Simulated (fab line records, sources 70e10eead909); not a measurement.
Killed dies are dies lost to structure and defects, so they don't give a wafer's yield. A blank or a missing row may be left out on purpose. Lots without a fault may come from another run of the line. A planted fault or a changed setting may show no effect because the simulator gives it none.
Which tool did it? | flow nand_harc | 6 lots, 18 wafers sampled, at 3 steps of a route of 1159

WHAT THE GAUGES READ, wafer by wafer
NHARC_A_M1_CD_MEAS_16.
lot  | measured     | on        | cd_nm (nm)
L415 | day 17 21:13 | cd_sem-01 | 119.5 119.0 120.4
L417 | day 18 01:55 | cd_sem-02 | 119.3 120.4 117.6
L419 | day 19 03:45 | cd_sem-03 | 119.9 120.6 120.7
L425 | day 20 10:54 | cd_sem-01 | 119.7 120.9 119.0
L427 | day 22 00:19 | cd_sem-01 | 119.5 120.5 119.6
L429 | day 22 06:11 | cd_sem-03 | 122.8 119.9 120.8

WHICH TOOL RAN EACH LOT (tool, then ch and the chambers of the sampled wafers, then the start)
lot  | NHARC_A_M0_PVD_21                       | NHARC_A_M1_ETCH_15
L415 | pvd_sputter-03, day 17 21:05 or earlier | rie_diel-12 ch 0,1, day 17 21:05
L417 | pvd_sputter-03, day 18 01:47 or earlier | rie_diel-12 ch 1,3, day 18 01:47
L419 | pvd_sputter-03, day 19 03:37 or earlier | rie_diel-12 ch 0,2,3, day 19 03:37
L425 | pvd_sputter-01, day 20 10:47 or earlier | rie_diel-12 ch 0,2,3, day 20 10:47
L427 | pvd_sputter-01, day 22 00:10 or earlier | rie_diel-09 ch 0,2, day 22 00:10
L429 | pvd_sputter-01, day 22 06:02 or earlier | rie_diel-09 ch 0,2,3, day 22 06:02
- NHARC_A_M0_PVD_21: deposits Cu, target thk 30 nm, time 20.49 s.
- NHARC_A_M1_ETCH_15: etches the open film in C4F8/Ar, target depth 182.5 nm, time 91.2 s.

THE ANSWER, worked out from the rows above alone
Rule: what is usual is taken from the lots themselves. Put in order of their means at a reading, lots are off if they are a third of the lots or fewer, leave a main group of 4 or more, and stand apart from it by a gap of 3 or more times the standard deviation of the main group's means; of several such gaps the widest counts. A main group whose means are all the same, to the digits that the tables above print for the reading, isn't used. A lot without any number at a reading at which 4 lots or more have one is off too. The other lots that the step has rows for count as sound.
No lot is off at any reading shown: from this, nothing can be told.

WHAT THE SIMULATOR HAD PUT IN
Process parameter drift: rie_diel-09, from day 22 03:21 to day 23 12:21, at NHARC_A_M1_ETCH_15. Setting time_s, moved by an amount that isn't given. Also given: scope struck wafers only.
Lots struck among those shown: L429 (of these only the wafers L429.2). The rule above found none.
